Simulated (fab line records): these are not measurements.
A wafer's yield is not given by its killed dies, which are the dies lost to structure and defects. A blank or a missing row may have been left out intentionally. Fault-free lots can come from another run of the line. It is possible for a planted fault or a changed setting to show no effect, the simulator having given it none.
Matching of chambers	flow nand-harc	NHARC_A_STAIRCASE_DESCUM_312 on rie-diel-04: 4 sister chambers
The step chemistry O2, time 3 s. 4 wafers are shown with their chamber, then 9 later ones without.

== WAFERS, EACH WITH ITS CHAMBER ==
wafer	chamber	showerhead-plenum-p-Torr (Torr)
L087.1	3	1.97
L085.1	1	2.05
L085.4	2	1.92
L085.6	0	1.85

== WAFERS WHOSE CHAMBER IS MISSING ==
wafer	showerhead-plenum-p-Torr (Torr)
L088.1	2.05
L088.4	1.92
L088.6	1.85
L095.2	1.92
L095.3	1.85
L095.6	1.92
L094.1	1.85
L094.4	1.92
L094.5	1.96

== WHICH CHAMBER EACH WENT THROUGH ==
wafer	from the rows above	in truth
L088.1	1	1
L088.4	2	2
L088.6	0	0
L095.2	2	2
L095.3	0	0
L095.6	2	2
L094.1	0	0
L094.4	2	2
L094.5	3	3
Placed correctly: 9 of 9. Number that these rows cannot place: 0. Placed wrongly: 0.
How it was worked out, from the rows above alone: a wafer's distance from a chamber is the root of the sum, over the readings, of the square of ((its reading less the chamber's mean) divided by the reading's scatter). The wafer belongs to the nearest chamber; if the next one is less than 2 further off, it can't be placed. For every chamber, the mean is computed from those of its wafers that are shown. The scatter: with one shown wafer a chamber, the root of the mean of the squares of how far each hidden wafer lies from its nearest shown one.
